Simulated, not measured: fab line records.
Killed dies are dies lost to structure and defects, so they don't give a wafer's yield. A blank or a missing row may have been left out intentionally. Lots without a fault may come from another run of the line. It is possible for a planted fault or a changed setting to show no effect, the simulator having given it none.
Which of the tools did it? / flow nand_harc / Sampling: 6 lots, 14 wafers, 6 of 1159 route steps

## WHAT EACH GAUGE READ, for each wafer
NHARC_END_SORT_01.
lot=L737; measured=day 21 04:37; on=prober-02; killed_at_array=85
lot=L739; measured=day 21 06:02; on=prober-01; killed_at_array=94

## WHAT TOOL EACH LOT RAN ON (gives the tool, then ch and the chambers of the sampled wafers, and finally the start)
lot=L733; NHARC_A_STAIRCASE_ALD_415=ald_hk-01 ch 1,2,3, day 12 04:29; NHARC_A_STAIRCASE_DEP_322=pecvd-01 ch 0,1,2, day 13 03:36; NHARC_A_STAIRCASE_DEP_325=pecvd-01 ch 0,1,2, day 13 09:44; NHARC_A_STAIRCASE_ETCH_444=rie_diel-07 ch 2,3, day 13 18:26; NHARC_A_SGD_CUT_DEP_00=pecvd-03 ch 0,1,2, day 14 00:59
lot=L737; NHARC_A_STAIRCASE_ALD_415=ald_hk-01 ch 2, day 13 01:47; NHARC_A_STAIRCASE_DEP_322=pecvd-04 ch 0, day 14 00:02; NHARC_A_STAIRCASE_DEP_325=pecvd-01 ch 2, day 14 07:36; NHARC_A_STAIRCASE_ETCH_444=rie_diel-03 ch 0, day 14 16:22; NHARC_A_SGD_CUT_DEP_00=pecvd-03 ch 2, day 15 00:10
lot=L739; NHARC_A_STAIRCASE_ALD_415=ald_hk-01 ch 2, day 13 06:10; NHARC_A_STAIRCASE_DEP_322=pecvd-04 ch 0, day 14 04:58; NHARC_A_STAIRCASE_DEP_325=pecvd-04 ch 1, day 14 12:59; NHARC_A_STAIRCASE_ETCH_444=rie_diel-03 ch 3, day 14 22:49; NHARC_A_SGD_CUT_DEP_00=pecvd-01 ch 0, day 15 08:26
lot=L750; NHARC_A_STAIRCASE_ALD_415=ald_hk-03 ch 1,2,3, day 16 08:03; NHARC_A_STAIRCASE_DEP_322=pecvd-01 ch 0,1,2, day 17 05:27; NHARC_A_STAIRCASE_DEP_325=pecvd-01 ch 0,1, day 17 12:29; NHARC_A_STAIRCASE_ETCH_444=rie_diel-03 ch 0,2,3, day 17 22:24; NHARC_A_SGD_CUT_DEP_00=pecvd-02 ch 0,2, day 18 04:54
lot=L754; NHARC_A_STAIRCASE_ALD_415=ald_hk-01 ch 0,2,3, day 17 15:31; NHARC_A_STAIRCASE_DEP_322=pecvd-04 ch 1,2, day 18 14:29; NHARC_A_STAIRCASE_DEP_325=pecvd-04 ch 0,1, day 18 23:28; NHARC_A_STAIRCASE_ETCH_444=rie_diel-03 ch 2,3, day 19 07:09; NHARC_A_SGD_CUT_DEP_00=pecvd-02 ch 0,1,2, day 19 12:14
lot=L755; NHARC_A_STAIRCASE_ALD_415=ald_hk-01 ch 0,2,3, day 17 19:53; NHARC_A_STAIRCASE_DEP_322=pecvd-03 ch 0,1,2, day 18 20:25; NHARC_A_STAIRCASE_DEP_325=pecvd-01 ch 0,1, day 19 03:32; NHARC_A_STAIRCASE_ETCH_444=rie_diel-03 ch 0,1,2, day 19 13:59; NHARC_A_SGD_CUT_DEP_00=pecvd-01 ch 0,1,2, day 19 19:02
- NHARC_A_STAIRCASE_ALD_415: deposits SiO2, target thk 30 nm, pulse time 6 s, ald cycles 300.
- NHARC_A_STAIRCASE_DEP_322: deposits SiO2, target thk 3800 nm.
- NHARC_A_STAIRCASE_DEP_325: deposits SiO2, target thk 3800 nm.
- NHARC_A_STAIRCASE_ETCH_444: etches the open film in C4F8/O2, target depth 10200 nm, time 3400 s.
- NHARC_A_SGD_CUT_DEP_00: deposits SiNx, target thk 50 nm.

## THE ANSWER, worked out from the rows above alone
Rule: usual is defined by the lots themselves. The widest of any qualifying gaps counts: lots, ordered by their means at a reading, are off when they make up no more than a third of the lots, leave a main group of 4 or more, and stand apart from it by 3 or more times the standard deviation of that group's means. The tables above print the reading to a certain number of digits; a main group whose means all agree to those digits is not used. Also off: a lot with no number at a reading for which 4 or more lots have one. Where the step has rows for the other lots, those lots are counted as sound.
No lot is off at any reading shown: from this, nothing can be told.

## WHAT THE SIMULATOR HAD PUT IN
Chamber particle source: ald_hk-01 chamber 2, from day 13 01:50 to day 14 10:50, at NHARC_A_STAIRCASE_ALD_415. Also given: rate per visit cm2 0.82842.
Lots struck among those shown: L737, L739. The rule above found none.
